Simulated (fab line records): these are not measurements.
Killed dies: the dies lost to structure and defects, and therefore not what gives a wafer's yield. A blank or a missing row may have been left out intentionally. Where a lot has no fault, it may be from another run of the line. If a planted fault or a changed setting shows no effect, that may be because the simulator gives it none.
A struck lot beside a sound one -- flow n5 finfet -- 15 steps out of a route of 1938
Sound: the wafers L930.1, L930.2, L930.6. Struck: wafer L934.4. (L934.1, L934.6 of the same lot were not struck and are left out.) The cause comes at the end.
For every step that has rows: the tool of each side, followed by ch and its chambers, followed by its first start. Under that, the readings that differ: sound wafers -- struck wafers -- difference of the means -- sigmas: that difference in standard deviations of wafers without a fault.
alike: readings with means less than 2 such deviations apart, plus words and numbers identical on both sides. not compared: withheld readings, readings lacking a value on some wafer, bounds such as >300 that could conceal the same value, and numbers that have no deviation in the record and whose values overlap.
A row with sigmas, a row that says differs or no value, or rows on one side alone: a step with any of these is where the two part. Non-overlapping numbers with no deviation appear without sigmas and do not part them. Lack of a reading on every wafer of one side parts them only where that side has two or more wafers.

first, 2 steps without rows for these wafers: N5_MOL_CONTACT_COAG_CONTACT_ETCH_14 (etches SiO2 in C4F6/O2, target depth 27.5 nm, overetch 8.5 nm, time 20 s); N5_MOL_CONTACT_COAG_STRIP_109 (strips in C4F6/O2).
N5_MOL_CONTACT_COAG_ETCH_15: etches SiNx in CH3F/O2, stops on Si:P, target depth 7 nm.
  sound on rie diel-06 ch 0,1,3, day 5 16:04; struck on rie diel-02 ch 2, day 6 14:25
  alike: bias w, drypump motor current A, oes_f_703_au, oes product au, rf vpp V, showerhead plenum p Torr, throttle valve pct
  not compared: rf hours counter h
then, 2 steps without rows for these wafers: N5_MOL_CONTACT_COAG_ETCH_110 (etches Si in CF4/O2, target depth 2.5 nm, time 8 s); N5_MOL_CONTACT_COAG_STRIP_98 (strips in N2/H2).
N5_MOL_CONTACT_COAG_CD_MEAS_99: target cd 17.2 nm.
  struck on cd sem-01, day 6 14:36; sound on cd sem-03, day 5 16:14
  alike: cd nm
then, 2 steps without rows for these wafers: N5_MOL_CONTACT_COAG_IMPLANT_129; N5_MOL_CONTACT_COAG_PRECLEAN_111 (cleans in NF3:NH3, afs cycles 1, time 20 s, sublimation time 60 s).
N5_MOL_CONTACT_COAG_TI_SIL_19: material Ti, target thk 4.2 nm, time 15 s.
  struck on pvd sputter-01, day 6 15:13; sound on pvd sputter-01, day 5 16:45
  alike: susceptor temp C, throttle valve pct
N5_MOL_CONTACT_COAG_ALD_20: deposits TiN, target thk 1.5 nm, pulse time 1 s, purge time 3 s.
  sound on ald metal-02 ch 1,3, day 5 16:52; struck on ald metal-03 ch 0, day 6 15:20
  alike: heater power w, precursor pulse height rel, susceptor temp C
N5_MOL_CONTACT_COAG_SIL_ANNEAL_21: time 60 s.
  sound on rtp anneal-01 ch 0, day 5 17:15; struck on rtp anneal-01 ch 0, day 6 15:43
  alike: lamp power pct, lamp_zone_1_pct, lamp_zone_7_pct, wafer_temp_C_max
N5_MOL_CONTACT_COAG_PRE_CLEAN_141: time 60 s.
  struck on pvd sputter-03, day 6 17:26; sound on pvd sputter-03, day 5 17:46
reading,sound,struck,difference,sigmas
susceptor temp C (C),300.03 300.03 300.04,299.58,-0.45,-2
  alike: heater power w
N5_MOL_CONTACT_COAG_SPUTTER_143: material Co, target thk 2.5 nm.
  struck on pvd sputter-03, day 6 17:29; sound on pvd sputter-03, day 5 17:49
reading,sound,struck,difference,sigmas
model.Co_of_MOL_CONTACT_COAG_SPUTTER_143.thk nm (nm),2.4 2.4 2.4,3,+1,
  alike: susceptor temp C, throttle valve pct
then, 1 step without rows for these wafers: N5_MOL_CONTACT_COAG_CO_FILL_22 (material Co, precursor CCTBA/H2, target thk 20 nm).
-- here the record skips 5 days between the struck wafers' starts before and after, leaving off in module MOL_CONTACT_COAG and picking up in module BEOL_M4 (first step shown: number 1111 of the route) --
N5_BEOL_M4_RC_MEAS_101:
  sound on prober-02 ch 0, day 10 10:07; struck on prober-01 ch 0, day 11 12:19
reading,sound,struck,difference,sigmas
ION_P (uA/um),462 453 455,474,+17,+2
VT_P (mV),-249 -254 -252,-244,+8,+2
  alike: DIBL_N, DIBL_P, IOFF_N, IOFF_P, ION_N, SS_N, SS_P, VT_N

== WHERE THEY PART ==
At N5_MOL_CONTACT_COAG_PRE_CLEAN_141 first; at N5_BEOL_M4_RC_MEAS_101 last (within this record only).

WHY: the cause the simulator had injected
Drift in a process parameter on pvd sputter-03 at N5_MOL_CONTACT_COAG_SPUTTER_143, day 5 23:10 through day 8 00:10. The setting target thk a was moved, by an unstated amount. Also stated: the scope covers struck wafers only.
